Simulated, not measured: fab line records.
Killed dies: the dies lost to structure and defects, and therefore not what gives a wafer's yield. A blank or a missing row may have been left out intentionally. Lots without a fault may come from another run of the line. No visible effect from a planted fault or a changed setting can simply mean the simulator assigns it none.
The tool behind it: which one? | flow nand harc | Sampling: 12 lots, 34 wafers, 5 of 1302 route steps

WHAT THE GAUGES SHOWED, per wafer
NHARC_A_CONTACT_INSPECT_23. Usual: raw defect count at 522, with a standard deviation of 130.
lot  | measured     | on                | raw defect count | flag
L733 | day 23 03:33 | defect inspect-01 | 491 376 395      |
L738 | day 24 09:58 | defect inspect-02 | 420 574 479      |
L740 | day 25 04:26 | defect inspect-01 | 588 546 507      |
L742 | day 26 13:05 | defect inspect-01 | 601 361 445      |
L743 | day 27 00:55 | defect inspect-02 | 562 442 428      |
L744 | day 27 14:20 | defect inspect-01 | 674 451 757      |
L750 | day 30 16:54 | defect inspect-01 | 366 471          |
L751 | day 30 18:38 | defect inspect-01 | 828 999 556      |
L752 | day 30 23:14 | defect inspect-02 | 367 520          |
L754 | day 31 08:37 | defect inspect-02 | 483 579 471      |
L755 | day 31 09:22 | defect inspect-01 | 480 481 377      |
L756 | day 31 22:35 | defect inspect-02 | 385 389 297      |

NHARC_END_SORT_01. Usual: killed at array 61, standard deviation 24; killed at other 1.2, standard deviation 1.3; killed at periphery 3.7, standard deviation 2.6; killed dies 66, standard deviation 23; killed open 3.3, standard deviation 1.8; killed short 2.4, standard deviation 1.6.
lot  | measured     | on        | killed at array | killed at other | killed at periphery | killed dies | killed open | killed short | flag
L740 | day 27 06:35 | prober-02 | 46 58 66        | 1 1 0           | 14 4 1              | 61 63 67    | 7 2 4       | 1 4 4        |
L742 | day 28 09:17 | prober-01 | 56 57 52        | 0 3 1           | 3 3 4               | 59 63 57    | 2 2 5       | 3 1 1        |
L744 | day 29 07:17 | prober-01 | 89 82 95        | 0 0 1           | 3 6 5               | 92 88 101   | 4 6 2       | 3 4 6        |
L750 | day 32 19:04 | prober-01 | 61 674          | 0 0             | 5 3                 | 66 677      | 4 0         | 1 0          | OFF
L752 | day 33 10:44 | prober-01 | 22 666          | 3 4             | 14 7                | 39 677      | 4 1         | 3 2          | OFF
L754 | day 33 18:29 | prober-01 | 51 60 674       | 0 0 0           | 5 6 3               | 56 66 677   | 2 1 5       | 4 3 4        | OFF

WHICH TOOL RAN EACH LOT (tool, then ch and the chambers of the sampled wafers, then the start)
lot  | NHARC_A_CONTACT_DESCUM_13          | NHARC_A_CONTACT_ETCH_88            | NHARC_A_CONTACT_ALD_18
L733 | rie diel-03 ch 1,2, day 22 21:04   | rie diel-03 ch 0,1, day 22 21:10   | ald metal-03 ch 2,3, day 23 02:03
L738 | rie diel-02 ch 0,1,3, day 24 03:34 | rie diel-02 ch 0,1,2, day 24 03:39 | ald metal-02 ch 0,2,3, day 24 07:41
L740 | rie diel-04 ch 0,2, day 24 22:49   | rie diel-04 ch 0,1,2, day 24 22:54 | ald metal-03 ch 0,1,3, day 25 02:56
L742 | rie diel-04 ch 0,1, day 26 07:27   | rie diel-04 ch 0,3, day 26 07:32   | ald metal-01 ch 1,3, day 26 11:35
L743 | rie diel-04 ch 2,3, day 26 19:19   | rie diel-04 ch 1,2, day 26 19:24   | ald metal-02 ch 1,2,3, day 26 23:26
L744 | rie diel-02 ch 0,1,2, day 27 08:43 | rie diel-02 ch 1,2,3, day 27 08:49 | ald metal-01 ch 0,2,3, day 27 12:52
L750 | rie diel-03 ch 0, day 30 11:11     | rie diel-03 ch 0,2, day 30 11:21   | ald metal-02 ch 2,3, day 30 15:28
L751 | rie diel-04 ch 0,3, day 30 12:53   | rie diel-02 ch 0,1,2, day 30 13:00 | ald metal-03 ch 0,1,3, day 30 17:10
L752 | rie diel-02 ch 0,1, day 30 16:40   | rie diel-02 ch 2,3, day 30 16:45   | ald metal-02 ch 1,2, day 30 21:46
L754 | rie diel-02 ch 0,3, day 31 02:44   | rie diel-02 ch 2,3, day 31 02:50   | ald metal-02 ch 1,2,3, day 31 07:11
L755 | rie diel-04 ch 0,1,2, day 31 03:29 | rie diel-04 ch 0,1,3, day 31 03:34 | ald metal-01 ch 0,2,3, day 31 07:53
L756 | rie diel-04 ch 0,2,3, day 31 16:54 | rie diel-04 ch 0,2, day 31 16:58   | ald metal-01 ch 1,2,3, day 31 21:07
- NHARC_A_CONTACT_DESCUM_13: chemistry O2, time 3 s.
- NHARC_A_CONTACT_ETCH_88: etches the open film in CF4, target depth 39 nm, time 65 s.
- NHARC_A_CONTACT_ALD_18: deposits TiN, target thk 3 nm, pulse time 1 s, ald cycles 150.

WHAT THE TOOLS THEMSELVES READ (means of the sampled wafers that have a number; where no wafer has one, the mark that the record gives instead)
NHARC_A_CONTACT_DESCUM_13. Usual: drypump motor current A 5.6 A, standard deviation 0.41; mfc ar sccm 0.009 sccm, standard deviation 0.0099; oes product au 0.997 a.u., standard deviation 0.014; rf vpp V 57.9 V, standard deviation 0.99; showerhead plenum p Torr 1.94 Torr, standard deviation 0.094; throttle valve pct 11.312 %, standard deviation 0.0085.
lot  | tool        | drypump motor current A (A) | mfc ar sccm (sccm) | oes product au (a.u.) | rf vpp V (V) | showerhead plenum p Torr (Torr) | throttle valve pct (%) | flag
L733 | rie diel-03 | 5.5                         | 0.013              | 0.997                 | 57.8         | 1.97                            | 11.314                 |
L738 | rie diel-02 | 5.6                         | 0.000              | 1.001                 | 57.4         | 1.91                            | 11.311                 |
L740 | rie diel-04 | 5.9                         | 0.015              | 0.999                 | 57.5         | 1.86                            | 11.309                 |
L742 | rie diel-04 | 6.2                         | 0.018              | 1.001                 | 58.3         | 1.93                            | 11.311                 |
L743 | rie diel-04 | 5.1                         | 0.001              | 1.008                 | 58.7         | 1.88                            | 11.309                 |
L744 | rie diel-02 | 5.8                         | 0.008              | 0.988                 | 57.9         | 2.03                            | 11.309                 |
L750 | rie diel-03 | 5.2                         | 0.022              | 0.981                 | 58.5         | 2.05                            | 11.317                 |
L751 | rie diel-04 | 5.7                         | 0.014              | 1.009                 | 57.7         | 1.81                            | 11.312                 |
L752 | rie diel-02 | 5.7                         | 0.000              | 0.983                 | 58.5         | 2.05                            | 11.309                 |
L754 | rie diel-02 | 5.6                         | 0.000              | 0.981                 | 57.3         | 2.00                            | 11.314                 |
L755 | rie diel-04 | 6.0                         | 0.013              | 0.999                 | 58.2         | 1.93                            | 11.298                 |
L756 | rie diel-04 | 5.5                         | 0.008              | 0.998                 | 57.0         | 1.87                            | 11.307                 |

NHARC_A_CONTACT_ETCH_88. Usual: drypump motor current A 5.6 A, standard deviation 0.4; mfc ar sccm 0.009 sccm, standard deviation 0.0099; oes product au 0.998 a.u., standard deviation 0.015; rf vpp V 151.6 V, standard deviation 1.3; showerhead plenum p Torr 1.79 Torr, standard deviation 0.079; throttle valve pct 13.285 %, standard deviation 0.009.
lot  | tool        | drypump motor current A (A) | mfc ar sccm (sccm) | oes product au (a.u.) | rf vpp V (V) | showerhead plenum p Torr (Torr) | throttle valve pct (%) | flag
L733 | rie diel-03 | 5.4                         | 0.015              | 0.974                 | 152.8        | 1.89                            | 13.290                 |
L738 | rie diel-02 | 5.7                         | 0.008              | 0.999                 | 152.1        | 1.78                            | 13.280                 |
L740 | rie diel-04 | 6.0                         | 0.013              | 0.998                 | 151.9        | 1.79                            | 13.290                 |
L742 | rie diel-04 | 5.2                         | 0.007              | 1.004                 | 150.5        | 1.69                            | 13.285                 |
L743 | rie diel-04 | 6.0                         | 0.011              | 0.991                 | 152.1        | 1.84                            | 13.285                 |
L744 | rie diel-02 | 5.6                         | 0.008              | 1.006                 | 151.8        | 1.82                            | 13.283                 |
L750 | rie diel-03 | 5.3                         | 0.020              | 0.988                 | 151.6        | 1.83                            | 13.300                 |
L751 | rie diel-02 | 5.8                         | 0.008              | 1.004                 | 152.2        | 1.86                            | 13.286                 |
L752 | rie diel-02 | 5.6                         | 0.012              | 1.012                 | 151.3        | 1.77                            | 13.279                 |
L754 | rie diel-02 | 5.5                         | 0.008              | 1.014                 | 152.5        | 1.77                            | 13.297                 |
L755 | rie diel-04 | 5.7                         | 0.012              | 0.998                 | 150.5        | 1.73                            | 13.287                 |
L756 | rie diel-04 | 5.8                         | 0.008              | 0.996                 | 151.7        | 1.78                            | 13.282                 |

NHARC_A_CONTACT_ALD_18. Usual: heater power w 1158 W, standard deviation 130; precursor pulse height rel 1.003, standard deviation 0.021.
lot  | tool         | heater power w (W) | precursor pulse height rel | flag
L733 | ald metal-03 | 1030               | 0.981                      |
L738 | ald metal-02 | 1190               | 0.982                      |
L740 | ald metal-03 | 1193               | 1.014                      |
L742 | ald metal-01 | 1126               | 1.013                      |
L743 | ald metal-02 | 1060               | 1.025                      |
L744 | ald metal-01 | 1141               | 1.031                      |
L750 | ald metal-02 | 1072               | 1.005                      |
L751 | ald metal-03 | 1200               | 0.997                      |
L752 | ald metal-02 | 1030               | 1.025                      |
L754 | ald metal-02 | 1074               | 1.000                      |
L755 | ald metal-01 | 1104               | 1.010                      |
L756 | ald metal-01 | 1173               | 1.001                      |

THE ANSWER, worked out from the rows above alone
Rule: a lot counts as off when the mean over its wafers that have a number is more than 3 standard deviations away from the usual mean. A lot without any number at a reading at which 4 lots or more have one is off too. The other lots that the step has rows for count as sound. First the gauges in route order, then the tools' own readings, where a lot's mean is used as printed above. At the first step where some lot is off, the reading lying furthest off is the one used; lots without a number count as furthest.
Off: L750, L752, L754 (NHARC_END_SORT_01, killed dies). Neither off nor sound, because the step has no rows for them: L733, L738, L743, L751, L755, L756.
If a tool, at a process step before that reading, ran all the lots that are off and no sound lot after the first of them, it fits. Those tools and the gauges at NHARC_END_SORT_01 are tried in the same way. 2 tools fit, ald metal-02 at NHARC_A_CONTACT_ALD_18 and prober-01 at NHARC_END_SORT_01, so this cannot tell which one it is.

WHAT THE SIMULATOR HAD INSERTED
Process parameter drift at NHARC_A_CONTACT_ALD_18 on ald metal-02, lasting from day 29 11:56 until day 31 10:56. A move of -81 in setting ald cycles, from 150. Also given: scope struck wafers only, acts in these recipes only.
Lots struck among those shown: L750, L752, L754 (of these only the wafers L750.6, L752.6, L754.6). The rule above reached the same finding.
